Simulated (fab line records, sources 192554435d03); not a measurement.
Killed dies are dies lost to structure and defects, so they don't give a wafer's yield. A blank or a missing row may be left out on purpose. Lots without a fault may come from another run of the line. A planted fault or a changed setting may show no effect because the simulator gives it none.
Problem report in the 8D (eight disciplines) form, filled by code | flow n5_finfet | the parts of the form that need people (team, actions taken, sign-off) are left out

1. THE PROBLEM
trench_depth_nm at N5_BEOL_M9_OCD_MEAS_38 reads a mean of 79 nm on 6 wafers of 2 lots; wafers without a fault read 152 nm with a standard deviation of 3.9. That is -19 standard deviations from the usual mean.
First seen on wafer L683.2, day 14 03:04, on ocd-01. The record holds 12 wafers of 4 lots with a number at this step. Rule for "out", or "out of limits": more than 4 standard deviations from the usual mean. The other wafers with a number count as sound.

2. WHAT IT IS AND WHAT IT IS NOT
question                    | is                     | is not
which readings at this step | trench_depth_nm        | -
which lots                  | L683, L687             | L666, L668
which wafers of those lots  | all that have a number | -
read on which gauges        | ocd-01                 | -
when                        | from day 14 03:04      | up to then (6 sound wafers)

3. SUSPECTS, AND WHAT RULES EACH OUT
Counting: a tool at a process step up to the reading stays a suspect if it ran every lot that is out and no sound lot after the first of them.
- the gauge at N5_BEOL_M9_OCD_MEAS_38: ruled out. All the wafers that are out were read on ocd-01, but those of them that N5_BEOL_M9_TRENCH_ETCH_37 has rows for are out there too, on other tools.
- rie_diel-02 at N5_BEOL_M9_TRENCH_ETCH_37 (etches SiCOH lowk in C4F6/O2, target depth 151.43 nm, time 49 s): kept. It ran every lot that is out, first L683 (day 14 02:53), and no sound lot after that; its last sound lot up to then is L666 (day 9 10:12). Its own readings are out on those wafers: run_length_s.
Left after counting: rie_diel-02 at N5_BEOL_M9_TRENCH_ETCH_37.

4. THE CAUSE (what the simulator had put in)
Process parameter drift: rie_diel-02, from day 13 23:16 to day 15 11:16, at N5_BEOL_M9_TRENCH_ETCH_37. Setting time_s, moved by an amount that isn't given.
Counting left only this tool.

5. THE CHAIN OF EFFECTS, in route order
Each row: a reading whose mean over the struck wafers that have a number lies more than 3 standard deviations from the usual. Only readings for which the record gives a usual standard deviation are gone through. hours: the time from each lot's start at the first step in this table that gives one to its start at this step, as a median over the lots. sigmas: the change in usual standard deviations.
hours | step                      | reading              | usual        | on struck wafers | change | sigmas
0     | N5_BEOL_M9_TRENCH_ETCH_37 | run_length_s         | 72.5 s       | 49.1             | -23.4  | -63
0     | N5_BEOL_M9_OCD_MEAS_38    | trench_depth_nm      | 152 nm       | 79               | -73    | -19
3     | N5_BEOL_M9_THK_MEAS_53    | M9_THK               | 144 nm       | 70               | -74    | -17
3     | N5_BEOL_M9_RS_MEAS_57     | M9_RS                | 0.150 ohm/sq | 0.344            | +0.194 | +39
48    | N5_BEOL_M15_RC_MEAS_101   | SERP_M9              | 3.08 ohm/um  | 7.04             | +3.96  | +36
48    | N5_BEOL_M15_RC_MEAS_101   | SERP_M9_max_site     | 3.16 ohm/um  | 7.23             | +4.07  | +34
63    | N5_PASSIVATION_PROBE_49   | defect_limited_yield | 91.3 %       | 53.1             | -38.2  | -25
63    | N5_PASSIVATION_PROBE_49   | killed_at_M4_up      | 15           | 453              | +438   | +84
63    | N5_PASSIVATION_PROBE_49   | killed_dies          | 103          | 554              | +450   | +25
63    | N5_PASSIVATION_PROBE_49   | killed_on_rim        | 14           | 74               | +60    | +14
63    | N5_PASSIVATION_PROBE_49   | sort_bin_5_function  | 5.1 %        | 27.4             | +22.3  | +23
63    | N5_PASSIVATION_PROBE_49   | sort_bin_8_speed     | 0.01 %       | 15.32            | +15.31 | +99 or more
63    | N5_PASSIVATION_PROBE_49   | sort_n_pass          | 1077         | 626              | -450   | -25
The process steps in it:
- N5_BEOL_M9_TRENCH_ETCH_37: etches SiCOH lowk in C4F6/O2, target depth 151.43 nm, time 49 s.
- N5_PASSIVATION_PROBE_49

6. WHAT WOULD HAVE CAUGHT IT SOONER
In this record the first reading out of limits at a measuring or inspecting step was taken at day 14 03:04, 4 hours after the fault began at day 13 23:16.
The tool's own readings at N5_BEOL_M9_TRENCH_ETCH_37 were out on every struck wafer that the step has a row for (run_length_s): an alarm limit on them would have fired on the first of those.
Of the lots that are out (2), L687 began N5_BEOL_M9_TRENCH_ETCH_37 on rie_diel-02 after day 14 03:04. A hold on the tool at that time would have spared it.
